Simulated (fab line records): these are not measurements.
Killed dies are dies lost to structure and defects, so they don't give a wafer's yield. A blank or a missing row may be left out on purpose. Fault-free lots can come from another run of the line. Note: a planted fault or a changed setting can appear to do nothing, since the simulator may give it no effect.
A struck lot beside a sound one | flow nandHarc | 15 out of 1302 route steps
Sound: wafers L268.3, L268.4, L268.6. Struck: wafers L262.1, L262.3, L262.6. The cause comes at the end.
For every step that has rows: the tool of each side, followed by ch and its chambers, followed by its first start. Under that, the readings that differ: sound wafers | struck wafers | difference of the means | sigmas: that difference in standard deviations of wafers without a fault.
alike: words and numbers the same on both sides, and readings whose means are apart by under 2 such deviations; not compared: readings that were withheld, readings missing a value for some wafer, numbers with overlapping values and no deviation given by the record, and bounds like >300 which may hide the same value.
Wherever a step has rows on one side only, a row that says differs or no value, or a row with sigmas, the two part there. Numbers that have no deviation but don't overlap get no sigmas and don't part them. A reading that every wafer of one side lacks parts them only if that side has two wafers or more.

NHARC_P_M0_INSPECT_27:
  sound: defectInspect-02 at day 12 06:47; struck: defectInspect-02 at day 9 21:00
  alike: rawDefectCount
NHARC_P_M0_PRE_CLEAN_31: time 12 s.
  sound on pecvd-03 ch 1,2, day 12 06:52; struck on pecvd-01 ch 0,2, day 9 21:05
  alike: heaterPowerW
NHARC_P_M0_DEP_32: deposits SiCN, target thk 30 nm.
  sound on pecvd-03 ch 1,2, day 12 07:01; struck on pecvd-01 ch 0,2, day 9 21:16
  alike: heaterPowerW, showerheadVppV
then, 9 steps without rows for these wafers: NHARC_P_M1_DEP_00 (deposits SiOC, target thk 182.5 nm); NHARC_P_M1_DEHYDRATE_01 (time 120 s); NHARC_P_M1_HMDS_02 (time 30 s); NHARC_P_M1_COAT_34 (time 65 s); NHARC_P_M1_COAT_03 (resist thk 90 nm); NHARC_P_M1_SOFTBAKE_04 (time 55 s); NHARC_P_M1_EBR_05; NHARC_P_M1_EXPOSE_06 (exposes mask P M1, target cd 130 nm); NHARC_P_M1_PEB_07 (peb time 65 s).
NHARC_P_M1_DEVELOP_08: develop time 35 s.
  sound on lithoTrack-01 ch 0, day 12 07:00; struck on lithoTrack-04 ch 0, day 9 22:00
reading            | sound             | struck            | difference | sigmas
developerTempC (C) | 22.87 22.83 22.99 | 24.00 23.84 23.96 | +1.04      | +9
  alike: exhaustPa
NHARC_P_M1_CD_MEAS_09 targets a cd of 130 nm.
  sound on cdSem-03 ch 0, day 12 08:03; struck on cdSem-01 ch 0, day 9 22:26
  alike: cdNm
-- break in the record here, with 18 days between the starts of the struck wafers on either side (left off in module P_M1, picked up again in module END, where the first step shown is number 1302 on the route) --
NHARC_END_SORT_01:
  sound on prober-01 ch 0, day 30 13:34; struck on prober-01 ch 0, day 27 14:58
reading           | sound | struck | difference | sigmas
killedAtPeriphery | 4 2 2 | 8 11 7 | +6         | +2
  alike: defectLimitedYield, killedAtArray, killedAtOther, killedDies, killedOpen, killedShort

WHERE THEY PART
First at NHARC_P_M1_DEVELOP_08; last, within this record, at NHARC_END_SORT_01.

WHY: the cause the simulator had injected
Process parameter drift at NHARC_P_M1_DEVELOP_08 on lithoTrack-04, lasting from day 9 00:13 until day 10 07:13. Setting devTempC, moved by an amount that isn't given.
